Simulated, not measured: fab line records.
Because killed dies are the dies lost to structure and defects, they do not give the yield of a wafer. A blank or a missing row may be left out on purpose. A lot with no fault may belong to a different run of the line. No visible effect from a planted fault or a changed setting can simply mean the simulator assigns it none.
fab line records	flow n5Finfet
[record] lots = 7	wafers = 19	lastDay = 17
route steps=1938 shown BEOL_M3@965 BEOL_M4@1111 PASSIVATION@1936
lots that met no fault: taken from a fault-free run of the same line
startH: the number of hours between the record's first day and the start of the first shown wafer of the lot	waitH: how many hours have passed since the lot's step before this one	" unchanged from the row above	L1.1+2: a single row standing in for several wafers	- no value, or no start was given	* or withheld: withheld	< > ~ a bound
route shown NAME@n: NAME is a module with steps in the file, n the number in the route of the first one	usual: the fault-free wafers' mean and standard deviation	same: alike in all rows	chamber/n: place in a boat	sites: each site's reading	_std_site: the standard deviation of these	_edge_site: mean of outer sites minus mean of inner sites	radiusMm: how far each site lies from the wafer's centre	mask NAME#n: copy n	behind: the tool/chamber that last shaped the wafer	hold: the reason the lot was held/the length of the hold in hours/how it ended	device: transistor that didn't switch, given as n, p or np	end of line: the tests these same wafers got at the end of their route	a step without rows: its recipe alone	killed: the dies lost at the first sort to structure and to defects; this is not the yield of the wafer	map: dies across one wafer; x = killed, . = not, _ = none there
set.NAME: setting as actually run; set.NAME@STEP: the setting as run at that earlier step	model.NAME: the simulator's own value behind a step, which no gauge read
a table for each step, a row for each wafer; lots at some steps of the route
services: when a tool's chamber went out of use (startH, in hours from the record's first day, below 0 if earlier), for how many hours, and the reason
[[steps]]
[step N5_BEOL_M3_DEVELOP_27]
[recipe] developTimeS = 30	developer = TMAH	resist = CAR-EUV	rinseLiquid = surfactantRinse	dry = airSpin	devTempC = 23
[step N5_BEOL_M3_CD_MEAS_28]
[recipe] targetCdNm = 25.7	landingEnergyEv = 500	detector = seInlens	targetCdYNm = 23.3	polarity = opening
[usual] cdNm = 25.65/0.22
lot.wafer	tool	chamber	startH	waitH	cdNm
L608.1	cdSem-03	0	147.89	-	25.52
L608.3	"	0	"	"	25.55
L608.4	"	0	"	"	25.44
L610.1	cdSem-01	0	183.00	-	25.55
L610.2	"	0	"	"	25.38
L610.4	"	0	"	"	25.69
L618.2	cdSem-02	0	213.56	-	25.77
L618.3	"	0	"	"	25.23
L618.5	"	0	"	"	25.42
L623.3	cdSem-03	0	249.58	-	25.64
L623.4	"	0	"	"	25.58
L623.6	"	0	"	"	25.98
L624.4	cdSem-02	0	258.01	-	25.67
L624.5	"	0	"	"	25.95
L626.4	cdSem-03	0	259.05	-	25.89
L626.5	"	0	"	"	26.24
L628.2	cdSem-01	0	278.11	-	25.95
L628.5	"	0	"	"	26.07
L628.6	"	0	"	"	26.09
[step N5_BEOL_M3_OVL_MEAS_29]
[recipe] pointsPerWafer = 522
[usual] V2_OVL = 0.3/0.63
lot.wafer	tool	chamber	startH	waitH	V2_OVL[nm]
L608.1	overlay-02	0	147.92	0.0	0.3
L608.3	"	0	"	"	0.1
L608.4	"	0	"	"	-0.6
L610.1	overlay-01	0	183.03	0.0	-0.6
L610.2	"	0	"	"	-1.5
L610.4	"	0	"	"	-0.3
L618.2	overlay-01	0	213.59	0.0	1.4
L618.3	"	0	"	"	0.9
L618.5	"	0	"	"	0.8
L623.3	overlay-02	0	249.62	0.0	1.2
L623.4	"	0	"	"	-0.1
L623.6	"	0	"	"	0.6
L624.4	overlay-01	0	258.05	0.0	1.4
L624.5	"	0	"	"	0.8
L626.4	overlay-01	0	259.09	0.0	0.9
L626.5	"	0	"	"	0.4
L628.2	overlay-02	0	278.15	0.0	0.8
L628.5	"	0	"	"	0.7
L628.6	"	0	"	"	0.7
[step N5_BEOL_M3_INSPECT_30]
[recipe] mode = adi	inspectInstrument = brightfield
[usual] rawDefectCount = 408/82
lot.wafer	tool	chamber	startH	waitH	rawDefectCount
L608.1	defectInspect-01	-	147.98	0.1	552
L608.3	"	-	"	"	330
L608.4	"	-	"	"	376
L610.1	defectInspect-02	-	183.09	0.1	269
L610.2	"	-	"	"	300
L610.4	"	-	"	"	413
L618.2	defectInspect-01	-	213.65	0.0	366
L618.3	"	-	"	"	279
L618.5	"	-	"	"	435
L623.3	defectInspect-01	-	249.67	0.0	455
L623.4	"	-	"	"	619
L623.6	"	-	"	"	605
L624.4	defectInspect-02	-	258.09	0.0	266
L624.5	"	-	"	"	388
L626.4	defectInspect-01	-	259.13	0.0	520
L626.5	"	-	"	"	417
L628.2	defectInspect-02	-	278.20	0.0	339
L628.5	"	-	"	"	362
L628.6	"	-	"	"	371
[step N5_BEOL_M3_DESCUM_33]
[recipe] chemistry = O2	timeS = 7	sourcePowerW = 50	biasPowerW = 20	pressureMtorr = 20	rfFrequencyHz = 2.712e+07	tempC = 40	resist = CAR-EUV	o2FlowSccm = 225
[usual] biasPowerW = 20.00/0.059	drypumpMotorCurrentA = 5.9/0.36	o2FlowSccm = 224.9/0.68	oesProductAu = 0.75/0.074	rfVppV = 243.2/1.4	showerheadPlenumPTorr = 2.10/0.088	throttleValvePct = 20.44/0.24
lot.wafer	tool	chamber	startH	waitH	biasPowerW	drypumpMotorCurrentA	o2FlowSccm	oesProductAu	rfHoursCounterH	rfVppV	showerheadPlenumPTorr	throttleValvePct
L608.1	rieDiel-01	1	148.01	0.0	20.05	6.3	224.5	0.79	143	245.2	2.20	20.08
L608.3	"	0	"	"	19.99	5.5	225.4	0.83	62	244.0	2.22	20.55
L608.4	"	1	"	"	20.02	6.3	224.9	0.79	-	243.7	2.20	20.09
L610.1	rieDiel-01	0	183.13	0.0	20.02	5.5	225.9	0.82	73	245.0	2.22	20.56
L610.2	"	3	"	"	19.95	5.7	225.7	0.72	198	242.5	2.16	20.35
L610.4	"	1	"	"	19.99	6.3	224.8	0.78	154	245.1	2.20	20.10
L618.2	rieDiel-05	0	214.27	0.6	19.89	5.6	225.1	0.75	145	242.7	2.01	20.65
L618.3	"	2	"	"	20.03	5.6	225.4	0.67	248	243.6	2.16	20.75
L618.5	"	1	"	"	19.99	6.1	224.0	0.70	-	240.7	1.97	20.02
L623.3	rieDiel-05	0	249.70	0.0	19.94	5.6	224.7	0.73	158	240.5	2.00	20.68
L623.4	"	2	"	"	20.02	5.6	224.6	0.97	4	244.6	2.15	20.36
L623.6	"	3	"	"	20.05	5.8	224.3	0.71	-	244.8	2.16	20.59
L624.4	rieDiel-01	3	258.22	0.1	19.99	5.7	226.4	0.72	221	244.6	2.15	20.37
L624.5	"	0	"	"	20.01	5.5	223.7	0.78	-	246.6	2.21	20.59
L626.4	rieDiel-06	1	259.17	0.0	20.03	5.9	225.2	0.81	72	243.4	2.11	20.35
L626.5	"	0	"	"	19.96	4.9	224.6	0.98	-	245.3	2.25	20.67
L628.2	rieDiel-01	2	278.23	0.0	19.92	6.4	224.6	0.72	203	241.3	1.98	20.26
L628.5	"	2	"	"	19.97	6.4	224.6	0.72	-	241.6	1.98	20.27
L628.6	"	3	"	"	20.03	5.7	225.3	0.71	-	245.1	2.15	20.39
[step N5_BEOL_M3_ETCH_77]
[recipe] chemistry = N2/H2	target = underlayer	targetDepthA = 65	maskMaterial = CAR-EUV	timeS = 5.2	ionEnergyEv = 200	pressureMtorr = 30	sourceW = 840	biasW = 150	n2FlowSccm = 200	h2FlowSccm = 200	ends = cleared
[usual] drypumpMotorCurrentA = 5.9/0.36	etchRfOnTimeS = 5.24/0.11	oesProductAu = 0.64/0.062	rfVppV = 524.0/3	showerheadPlenumPTorr = 2.55/0.1	throttleValvePct = 17.86/0.24
lot.wafer	tool	chamber	startH	waitH	drypumpMotorCurrentA	etchRfOnTimeS	oesProductAu	rfHoursCounterH	rfVppV	showerheadPlenumPTorr	throttleValvePct
L608.1	rieDiel-01	1	148.05	0.0	6.3	5.01	0.68	143	527.4	2.65	17.34
L608.3	"	0	"	"	5.5	5.10	0.72	62	525.7	2.70	17.83
L608.4	"	1	"	"	6.3	4.97	0.68	-	526.2	2.65	17.34
L610.1	rieDiel-01	0	183.16	0.0	5.4	5.20	0.71	73	527.8	2.69	17.86
L610.2	"	3	"	"	5.8	5.47	0.60	198	525.9	2.63	17.88
L610.4	"	1	"	"	6.3	5.08	0.67	154	526.5	2.64	17.36
L618.2	rieDiel-05	0	214.30	0.0	5.6	5.07	0.64	145	521.2	2.44	18.09
L618.3	"	2	"	"	5.6	5.13	0.58	248	526.7	2.60	18.07
L618.5	"	1	"	"	6.1	5.16	0.61	-	520.8	2.41	17.55
L623.3	rieDiel-05	0	249.74	0.0	5.6	5.24	0.63	158	521.0	2.43	18.14
L623.4	"	2	"	"	5.6	5.10	0.82	4	524.0	2.60	17.62
L623.6	"	3	"	"	5.8	5.31	0.60	-	526.8	2.63	18.09
L624.4	rieDiel-01	3	258.25	0.0	5.7	5.28	0.60	221	526.7	2.62	17.93
L624.5	"	0	"	"	5.5	5.15	0.69	-	525.4	2.68	17.93
L626.4	rieDiel-06	1	259.20	0.0	5.8	5.21	0.70	72	523.9	2.59	17.82
L626.5	"	0	"	"	4.9	5.22	0.81	-	528.9	2.70	17.87
L628.2	rieDiel-01	2	278.27	0.0	6.4	5.29	0.60	203	520.8	2.42	17.73
L628.5	"	2	"	"	6.4	5.27	0.60	-	521.3	2.42	17.72
L628.6	"	3	"	"	5.7	5.28	0.59	-	526.2	2.62	17.94
[step N5_BEOL_M3_ETCH_69]
[recipe] chemistry = CF4	target = SiARC	targetDepthA = 156	maskMaterial = CAR-EUV	timeS = 26	ionEnergyEv = 80	pressureMtorr = 40	sourceW = 545	biasW = 36	Ar_flow_sccm = 100	cf4FlowSccm = 100	ends = cleared
[usual] drypumpMotorCurrentA = 5.9/0.36	etchRfOnTimeS = 26.2/0.51	oesProductAu = 0.64/0.062	rfVppV = 184.0/1.3	showerheadPlenumPTorr = 2.15/0.08	throttleValvePct = 15.65/0.2
lot.wafer	tool	chamber	startH	waitH	drypumpMotorCurrentA	etchRfOnTimeS	oesProductAu	rfHoursCounterH	rfVppV	showerheadPlenumPTorr	throttleValvePct
L608.1	rieDiel-01	1	148.06	0.0	6.3	24.7	0.68	143	185.2	2.22	15.21
L608.3	"	0	"	"	5.5	25.3	0.72	62	186.9	2.27	15.68
L608.4	"	1	"	"	6.3	24.9	0.69	-	184.3	2.22	15.20
L610.1	rieDiel-01	0	183.18	0.0	5.5	25.4	0.71	73	185.2	2.27	15.69
L610.2	"	3	"	"	5.7	26.3	0.61	198	184.8	2.21	15.57
L610.4	"	1	"	"	6.3	25.0	0.67	154	185.9	2.22	15.23
L618.2	rieDiel-05	0	214.32	0.0	5.5	26.2	0.63	145	183.8	2.06	15.83
L618.3	"	2	"	"	5.6	26.4	0.57	248	184.8	2.18	15.82
L618.5	"	1	"	"	6.1	26.4	0.59	-	182.5	2.04	15.49
L623.3	rieDiel-05	0	249.75	0.0	5.5	26.3	0.62	158	183.6	2.06	15.84
L623.4	"	2	"	"	5.6	25.7	0.83	4	184.5	2.18	15.32
L623.6	"	3	"	"	5.7	26.4	0.60	-	184.8	2.22	15.87
L624.4	rieDiel-01	3	258.27	0.0	5.7	26.4	0.60	221	184.4	2.20	15.62
L624.5	"	0	"	"	5.5	25.7	0.69	-	185.9	2.26	15.75
L626.4	rieDiel-06	1	259.22	0.0	5.8	26.0	0.69	72	185.2	2.18	15.61
L626.5	"	0	"	"	4.9	26.1	0.81	-	185.6	2.28	15.72
L628.2	rieDiel-01	2	278.28	0.0	6.4	26.3	0.60	203	183.4	2.04	15.55
L628.5	"	2	"	"	6.4	26.1	0.60	-	182.5	2.04	15.57
L628.6	"	3	"	"	5.7	26.3	0.60	-	185.3	2.20	15.63
[step N5_BEOL_M3_ALD_98]
[recipe] material = SiO2	targetThkA = 25	tempC = 100	aldPrecursorFamily = BDEAS	aldCoReactant = O2-plasma	pulseTimeS = 1	coReactantPulseTimeS = 1	purgeTimeS = 2	coReactantPurgeTimeS = 2	aldCycles = 17	pressureTorr = 2
[usual] heaterPowerW = 82/9.2	precursorPulseHeightRel = 1.000/0.019	susceptorTempC = 99.99/0.14
[same] coReactantPulseTimeS = 1
lot.wafer	tool	chamber	startH	waitH	heaterPowerW	precursorPulseHeightRel	susceptorTempC
L608.1	aldSin-02	1	148.60	0.5	79	0.998	99.82
L608.3	"	2	"	"	80	1.013	100.05
L608.4	"	3	"	"	70	1.025	99.88
L610.1	aldSin-04	1	183.32	0.1	73	0.986	100.04
L610.2	"	2	"	"	103	1.016	99.87
L610.4	"	3	"	"	81	0.996	99.75
L618.2	aldSin-02	3	214.62	0.3	72	1.011	100.21
L618.3	"	0	"	"	70	0.955	99.85
L618.5	"	2	"	"	79	0.975	99.97
L623.3	aldSin-01	3	249.84	0.1	83	0.978	99.91
L623.4	"	2	"	"	78	1.024	99.98
L623.6	"	0	"	"	80	0.977	100.03
L624.4	aldSin-04	1	258.40	0.1	71	0.985	99.90
L624.5	"	2	"	"	103	0.992	100.32
L626.4	aldSin-04	2	259.35	0.1	108	0.995	100.03
L626.5	"	1	"	"	72	1.001	99.71
L628.2	aldSin-01	3	278.76	0.4	83	1.003	100.04
L628.5	"	2	"	"	79	1.026	99.93
L628.6	"	3	"	"	80	1.007	99.84
[step N5_BEOL_M3_ETCHBACK_99]
[recipe] chemistry = CHF3	target = SiO2	targetDepthA = 50	timeS = 10.4	sourceW = 215	biasW = 47	Ar_flow_sccm = 200	CHF3_flow_sccm = 12	ionEnergyEv = 100	pressureMtorr = 30
[step N5_BEOL_M3_ETCH_70]
[recipe] chemistry = N2/H2	target = SOC	targetDepthA = 800	overetchA = 160	maskMaterial = SiARC	tempC = 40	timeS = 120	ionEnergyEv = 200	pressureMtorr = 30	sourceW = 840	biasW = 150	n2FlowSccm = 200	h2FlowSccm = 200
[usual] drypumpMotorCurrentA = 5.9/0.42	oesProductAu = 0.58/0.05	rfVppV = 524.6/2.9	showerheadPlenumPTorr = 2.57/0.098	throttleValvePct = 17.78/0.23
lot.wafer	tool	chamber	startH	waitH	drypumpMotorCurrentA	oesProductAu	rfHoursCounterH	rfVppV	showerheadPlenumPTorr	throttleValvePct
L608.1	rieDiel-01	2	150.07	0.0	6.4	0.56	166	520.8	2.44	17.64
L608.3	"	0	"	"	5.5	0.64	62	527.5	2.69	17.81
L608.4	"	2	"	"	6.4	0.56	-	519.5	2.44	17.63
L610.1	rieDiel-01	2	185.16	0.0	6.4	0.56	176	520.9	2.43	17.66
L610.2	"	1	"	"	6.3	0.60	154	526.8	2.65	17.33
L610.4	"	0	"	"	5.5	0.63	73	528.9	2.69	17.83
L618.2	rieDiel-06	3	226.24	0.0	6.3	0.60	101	525.5	2.58	17.98
L618.3	"	1	"	"	5.9	0.63	60	525.0	2.59	17.78
L618.5	"	3	"	"	6.3	0.60	-	524.6	2.58	17.98
L624.4	rieDiel-01	3	260.30	0.0	5.7	0.54	222	524.8	2.62	17.88
L624.5	"	1	"	"	6.4	0.57	-	526.3	2.64	17.37
L623.3	rieDiel-06	0	262.03	0.0	4.9	0.72	5	530.7	2.69	17.83
L623.4	"	1	"	"	5.8	0.62	73	524.1	2.59	17.82
L623.6	"	3	"	"	6.3	0.59	-	523.9	2.57	18.01
L626.4	rieDiel-01	0	265.42	0.0	5.4	0.62	96	528.1	2.68	17.87
L626.5	"	2	"	"	6.4	0.55	-	520.2	2.42	17.70
L628.2	rieDiel-01	0	279.39	0.0	5.5	0.61	101	527.8	2.68	17.87
L628.5	"	3	"	"	5.7	0.54	-	525.4	2.62	17.90
L628.6	"	0	"	"	5.5	0.60	-	526.3	2.68	17.88
[step N5_BEOL_M3_STRIP_71]
[recipe] chemistry = N2/H2	tempC = 40	n2FlowSccm = 200	h2FlowSccm = 200	rfFrequencyHz = 6e+07
[step N5_BEOL_M3_STRIP_78]
[recipe] chemistry = N2/H2	tempC = 40	n2FlowSccm = 200	h2FlowSccm = 200	rfFrequencyHz = 6e+07
[step N5_BEOL_M3_VIA_ETCH_34]
[recipe] chemistry = C4F6/O2	targetDepthA = 694	maskMaterial = SOC	pressureMtorr = 15	ionEnergyEv = 250	taperDeg = 4	timeS = 65.9	sourceW = 350	biasW = 170	Ar_flow_sccm = 300	C4F6_flow_sccm = 10	O2_flow_sccm = 10
[usual] drypumpMotorCurrentA = 5.9/0.42	oesProductAu = 0.76/0.071	rfVppV = 666/11	showerheadPlenumPTorr = 2.88/0.11	throttleValvePct = 30.74/0.29
lot.wafer	tool	chamber	startH	waitH	drypumpMotorCurrentA	oesProductAu	rfHoursCounterH	rfVppV	showerheadPlenumPTorr	throttleValvePct	model.etch.depthNm	model.SOC_of_BEOL_M3_COAT_67.thkNm
L608.1	rieDiel-01	2	150.18	0.0	6.4	0.74	166	650	2.72	30.53	68.29	51.6
L608.3	"	0	"	"	5.4	0.84	62	660	3.01	30.98	70.27	51.6
L608.4	"	2	"	"	6.4	0.74	-	651	2.72	30.51	68.95	51.4
L610.1	rieDiel-01	2	185.26	0.0	6.4	0.72	176	650	2.72	30.54	68.14	52
L610.2	"	1	"	"	6.3	0.78	154	685	2.96	30.22	70.38	51.8
L610.4	"	0	"	"	5.5	0.82	73	661	3.00	30.98	68.64	52.2
L618.2	rieDiel-06	3	226.34	0.0	6.3	0.77	101	659	2.87	30.95	68.4	52
L618.3	"	1	"	"	5.9	0.83	60	667	2.90	30.86	69.9	52.2
L618.5	"	3	"	"	6.3	0.77	-	660	2.87	30.94	68.35	52
L624.4	rieDiel-01	3	260.40	0.0	5.7	0.69	222	660	2.93	30.71	68.35	52
L624.5	"	1	"	"	6.3	0.64	-	685	2.95	30.21	53.31	53.8
L623.3	rieDiel-06	0	262.13	0.0	4.9	0.96	5	667	3.03	30.98	70.95	51.8
L623.4	"	1	"	"	5.8	0.81	73	665	2.90	30.88	70.1	52
L623.6	"	3	"	"	6.3	0.77	-	660	2.87	30.96	69.72	52
L626.4	rieDiel-01	0	265.52	0.0	5.5	0.80	96	660	2.99	30.99	69.39	51.8
L626.5	"	2	"	"	6.4	0.60	-	649	2.71	30.51	50.91	54
L628.2	rieDiel-01	0	279.50	0.0	5.5	0.79	101	660	2.99	31.00	69.43	52.2
L628.5	"	3	"	"	5.7	0.60	-	659	2.92	30.70	52.11	54
L628.6	"	0	"	"	5.5	0.67	-	662	2.99	30.97	52.33	53.8
[step N5_BEOL_M3_STRIP_83]
[recipe] chemistry = C4F6/O2	resist = SiARC	rfFrequencyHz = 6e+07
[step N5_BEOL_M4_RC_MEAS_101]
[usual] DIBL_N = 35.8/1.6	DIBL_P = 36.0/1.9	IOFF_N = 0.151/0.029	IOFF_P = 0.21/0.037	ION_N = 673/12	ION_P = 463/7.3	SS_N = 71.5/0.58	SS_P = 73.2/0.61	VT_N = 251/3.3	VT_P = -250/3.3
lot.wafer	tool	chamber	startH	waitH	DIBL_N[mV/V]	DIBL_P[mV/V]	IOFF_N[nA/um]	IOFF_P[nA/um]	ION_N[uA/um]	ION_P[uA/um]	SS_N[mV/dec]	SS_P[mV/dec]	VT_N[mV]	VT_P[mV]
L608.1	prober-01	0	167.23	0.0	36.0	34.6	0.149	0.19	670	462	71.2	72.9	252	-252
L608.3	"	0	"	"	37.7	37.0	0.179	0.24	687	472	71.2	73.5	246	-247
L608.4	"	0	"	"	35.0	33.2	0.124	0.18	664	458	71.3	72.8	254	-252
L610.1	prober-01	0	204.31	0.0	35.7	34.6	0.141	0.21	670	464	71.9	72.7	250	-246
L610.2	"	0	"	"	37.5	36.9	0.180	0.24	682	471	71.4	73.7	246	-247
L610.4	"	0	"	"	36.0	35.3	0.144	0.22	667	463	71.4	72.8	249	-249
L618.2	prober-01	0	241.81	0.2	34.1	35.2	0.120	0.15	663	457	70.9	72.3	253	-255
L618.3	"	0	"	"	35.6	37.2	0.146	0.18	677	458	71.0	73.2	253	-256
L618.5	"	0	"	"	34.7	35.9	0.125	0.17	654	450	70.3	73.0	256	-256
L624.4	prober-01	0	277.75	0.5	33.0	32.3	0.112	0.16	659	455	70.5	72.4	255	-251
L624.5	"	0	"	"	33.6	33.6	0.128	0.17	677	463	71.3	73.2	252	-251
L623.3	prober-02	0	278.80	0.3	36.0	35.6	0.178	0.24	679	466	71.7	73.5	249	-247
L623.4	"	0	"	"	35.1	34.5	0.145	0.22	666	468	71.4	73.3	250	-249
L623.6	"	0	"	"	38.9	38.8	0.218	0.29	692	471	72.7	74.7	247	-246
L626.4	prober-02	0	285.25	0.5	35.4	36.3	0.158	0.23	678	465	71.0	73.0	247	-247
L626.5	"	0	"	"	34.0	34.2	0.125	0.19	655	453	71.7	73.3	251	-252
L628.2	prober-01	0	306.71	0.2	36.0	35.1	0.166	0.22	682	468	71.5	72.6	248	-249
L628.5	"	0	"	"	34.0	32.7	0.138	0.19	667	464	71.0	71.6	249	-250
L628.6	"	0	"	"	40.3	41.7	0.263	0.36	694	477	73.4	74.7	242	-242
[step N5_PASSIVATION_PROBE_49]
[usual] defectLimitedYield = 90.9/1.4	killed_at_M0_to_M3 = 37/12	killed_at_M4_up = 14/5.3	killedAtContacts = 12/6.2	killedAtFrontEnd = 41/11	killedAtOther = 3.7/2.9	killedDies = 107/17	killedOnRim = 14/4.4	killedOpen = 71/12	killedShort = 34/7.9	sort_bin_5_function = 5.3/0.95	sort_bin_6_memory = 3.4/0.7	sortNPass = 1073/17	sortYieldPct = 90.9/1.5
[same] grossDies = 1180	killedAtBackSide = 0	sort_bin_4_leakage[%] = 0	sort_bin_8_speed[%] = 0
lot.wafer	tool	chamber	startH	waitH	defectLimitedYield[%]	killed_at_M0_to_M3	killed_at_M4_up	killedAtContacts	killedAtFrontEnd	killedAtOther	killedDies	killedOnRim	killedOpen	killedShort	sort_bin_5_function[%]	sort_bin_6_memory[%]	sortNPass	sortYieldPct[%]
L608.1	prober-02	-	277.55	0.0	91.5	46	10	8	34	2	100	10	76	22	4.9	3.3	1080	91.5
L608.3	prober-02	-	277.65	0.1	93.1	34	7	12	27	2	82	10	56	21	3.6	3.2	1098	93.1
L608.4	prober-02	-	277.70	0.2	92.5	45	13	8	20	2	88	10	49	35	4.7	2.5	1092	92.5
L623.4	prober-02	-	389.15	0.2	90.1	31	18	12	53	3	117	11	78	32	5.5	3.6	1063	90.1
// killed by level:class
L608.1 STI_FIN_REVEAL:geometricParticle:open=14 BEOL_M0_SAQP:geometricParticle:open=11 BEOL_M3:geometricParticle:open=8 BEOL_M0_SAQP:geometricParticle:short=7 BEOL_M2:geometricParticle:open=7 FIN_SAQP:geometricParticle:open=6 BEOL_M1:geometricParticle:open=6 MOL_CONTACT_COAG:geometricParticle:open=6
L608.3 MOL_CONTACT_COAG:geometricParticle:open=9 STI_FIN_REVEAL:geometricParticle:open=7 BEOL_M0_SAQP:geometricParticle:short=7 FIN_SAQP:geometricParticle:open=6 BEOL_M2:geometricParticle:open=6 BEOL_M3:geometricParticle:open=6 BEOL_M0_SAQP:geometricParticle:open=5 BEOL_M1:geometricParticle:open=5
L608.4 BEOL_M0_SAQP:geometricParticle:short=11 BEOL_M0_SAQP:geometricParticle:open=11 BEOL_M1:geometricParticle:open=10 MOL_CONTACT_COAG:geometricParticle:open=5 FIN_SAQP:geometricParticle:open=4 FIN_SAQP:geometricParticle:short=4 MOL_CONTACT_COAG:geometricParticle:short=3 BEOL_M2:geometricParticle:open=3
L623.4 STI_FIN_REVEAL:geometricParticle:open=22 MOL_CONTACT_COAG:geometricParticle:open=9 BEOL_M4:geometricParticle:open=9 BEOL_M0_SAQP:geometricParticle:open=8 GATE_CUT:geometricParticle:short=6 BEOL_M2:geometricParticle:open=6 STI_FIN_REVEAL:geometricParticle:short=5 BEOL_M0_SAQP:geometricParticle:short=5
[[services]]
tool	chamber	startH	hours	kind
rieDiel-06	2	124.88	3.2	repair
rieDiel-05	0	157.45	2.8	repair
aldSin-04	-	161.65	6.1	pm
aldSin-01	-	177.12	14.0	pm
rieDiel-06	2	201.30	23.7	repair
rieDiel-06	3	202.27	7.3	repair
rieDiel-01	-	211.73	3.2	repair
aldSin-01	-	213.84	28.1	pm
rieDiel-05	2	220.81	-	clean
rieDiel-05	2	220.81	-	consumableReplace:focusRing
rieDiel-05	2	220.81	17.9	scheduledDown
rieDiel-05	2	220.81	17.9	ventCycle
rieDiel-06	0	226.90	-	clean
rieDiel-06	0	226.90	-	consumableReplace:focusRing
rieDiel-06	0	226.90	-	consumableReplace:showerhead
rieDiel-06	0	226.90	20.7	scheduledDown
rieDiel-06	0	226.90	20.7	ventCycle
aldSin-02	2	239.54	22.8	repair
rieDiel-01	-	243.61	0.2	repair
aldSin-01	1	255.32	3.2	repair
aldSin-04	3	256.85	3.1	repair
aldSin-02	3	260.01	3.4	repair
aldSin-04	-	268.25	14.0	pm
rieDiel-06	0	271.64	2.8	repair
[[key]]
[firstSign] step = N5_BEOL_M3_VIA_ETCH_34	reading = oesProductAu	direction = down	sigmas = 1.9	usual = 0.76	struck = 0.63
effect none on later readings
[modelEffect] step = N5_BEOL_M3_VIA_ETCH_34	value = etch.depthNm	without = 69.4	struck = 52.16
metAt N5_BEOL_M3_VIA_ETCH_34
struckWafers L624.5,L626.5,L628.5,L628.6
onsetBetween 185.26 260.40
[fault] kind = processParameterDrift	tool = rieDiel-01	chamber = -	onsetH = 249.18	steps = N5_BEOL_M3_VIA_ETCH_34	channel = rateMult	offset = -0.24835	shape = step	endH = 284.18	scope = struckWafersOnly
